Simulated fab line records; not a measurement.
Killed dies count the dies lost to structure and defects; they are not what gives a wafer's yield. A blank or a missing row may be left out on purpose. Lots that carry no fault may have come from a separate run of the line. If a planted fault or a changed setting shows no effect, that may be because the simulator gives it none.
A struck lot beside a sound one :: flow nandHarc :: 14 steps out of a route of 1302
Sound: wafers L869.1, L869.2, L869.4. Wafers struck: L866.2, L866.4. The cause comes at the end.
Per side, at each step with rows, come the tool, then ch with its chambers, and then its first start. Under that, the readings that differ: sound wafers :: struck wafers :: difference of the means :: sigmas: that difference in standard deviations of wafers without a fault.
alike: same words and numbers on both sides, and readings whose means sit less than 2 such deviations apart. not compared: any withheld reading, any reading some wafer has no value for, any bound like >300 that may hide the same value, and any number with overlapping values for which the record gives no deviation.
A row with sigmas, a row that says differs or no value, or rows on one side alone: a step with any of these is where the two part. Non-overlapping numbers with no deviation appear without sigmas and do not part them. A reading that every wafer of one side lacks parts them only if that side has two wafers or more.

NHARC_A_CHANNEL_FILL_D2_ALD_15: deposits SiNx, target thk 2 nm, pulse time 60 s, ald cycles 19.
  sound on aldSinBatch-03 ch 0; struck on aldSinBatch-02 ch 0
  alike: precursorPulseHeightRel
  not compared: aldCycles
NHARC_A_CHANNEL_FILL_D2_ALD_16: deposits SiO2, target thk 1.5 nm, pulse time 10 s, ald cycles 15.
  sound on aldHk-02 ch 0,1,2, day 21 15:15; struck on aldHk-03 ch 0,3, day 19 23:23
reading: sinceWetCleanH (h)
sound: 135 135 135
struck: 49 49
difference: -86
sigmas: 
  alike: heaterPowerW, precursorPulseHeightRel
  not compared: aldCycles
then, 2 steps without rows for these wafers: NHARC_A_CHANNEL_FILL_D2_ANNEAL_17 (time 1800 s); NHARC_A_CHANNEL_FILL_D2_CVD_18 (deposits poly-Si, target thk 3 nm).
NHARC_A_CHANNEL_FILL_D2_ETCHBACK_19: etches the open film in HBr/Cl2, target depth 5 nm, time 1.7 s.
  sound on rieSi-01 ch 0,3, day 22 03:31; struck on rieSi-06 ch 1,3, day 20 10:56
  alike: chamberPressureMTorr, drypumpMotorCurrentA, oesProductAu, throttleValvePct
  not compared: rfHoursCounterH
NHARC_A_CHANNEL_FILL_D2_ETCHBACK_20: etches the open film in C4F8/O2/Ar, target depth 27 nm, time 13.5 s.
  sound on rieDiel-05 ch 0,1,3, day 22 03:40; struck on rieDiel-12 ch 0,2, day 20 11:04
reading: chamberPressureMTorr (mTorr)
sound: 24.991 25.015 24.953
struck: 25.037 25.042
difference: +0.053
sigmas: +2

reading: rfHoursCounterH (h)
sound: 18 17 17
struck: 1 1
difference: -16
sigmas: 
  alike: oesProductAu, rfVppV
then, 5 steps without rows for these wafers: NHARC_A_CHANNEL_FILL_D2_STRIP_28 (strips in O2, time 20 s); NHARC_A_CHANNEL_FILL_D2_PRECLEAN_21 (cleans in dHF, time 30 s); NHARC_A_CHANNEL_FILL_D2_SRD_23; NHARC_A_CHANNEL_FILL_D2_CVD_05 (deposits poly-Si, target thk 5 nm); NHARC_A_CHANNEL_FILL_D2_ANNEAL_22 (time 7200 s).
NHARC_A_CHANNEL_FILL_D2_ALD_25: deposits SiOx, target thk 60 nm, pulse time 10 s, ald cycles 600.
  sound on aldHk-01 ch 0,2,3, day 22 15:05; struck on aldHk-02 ch 0,3, day 21 00:00
reading: aldCycles
sound: 600 600 600
struck: 501 501
difference: -99
sigmas: 

reading: sinceWetCleanH (h)
sound: 34 35 35
struck: 121 122
difference: +87
sigmas: 
  alike: heaterPowerW, precursorPulseHeightRel
NHARC_A_CHANNEL_FILL_D2_ETCHBACK_08: etches the open film in C4F8, target depth 220 nm, time 110 s.
  sound on rieDiel-07 ch 0,1,3; struck on rieDiel-12 ch 0,3
reading: oesProductAu (a.u.)
sound: 0.99 1.01 1.01
struck: 0.94 0.91
difference: -0.08
sigmas: -2
  alike: chamberPressureMTorr, rfVppV
  not compared: rfHoursCounterH
-- record jumps: 9 days between struck wafers' starts before vs after; left off in module A_CHANNEL_FILL_D2, resumes in module END, first step shown is number 1302 of the route --
NHARC_END_SORT_01:
  sound on prober-01 ch 0, day 31 16:05; struck on prober-02 ch 0, day 30 03:23
  alike: killedAtArray, killedAtOther, killedAtPeriphery, killedDies, killedOpen, killedShort

WHERE THEY PART
Last at NHARC_A_CHANNEL_FILL_D2_ETCHBACK_08 as far as this record goes, first at NHARC_A_CHANNEL_FILL_D2_ETCHBACK_20. Later steps at which nothing parts them and some readings are alike: NHARC_END_SORT_01.

WHY: whatever the simulator had introduced
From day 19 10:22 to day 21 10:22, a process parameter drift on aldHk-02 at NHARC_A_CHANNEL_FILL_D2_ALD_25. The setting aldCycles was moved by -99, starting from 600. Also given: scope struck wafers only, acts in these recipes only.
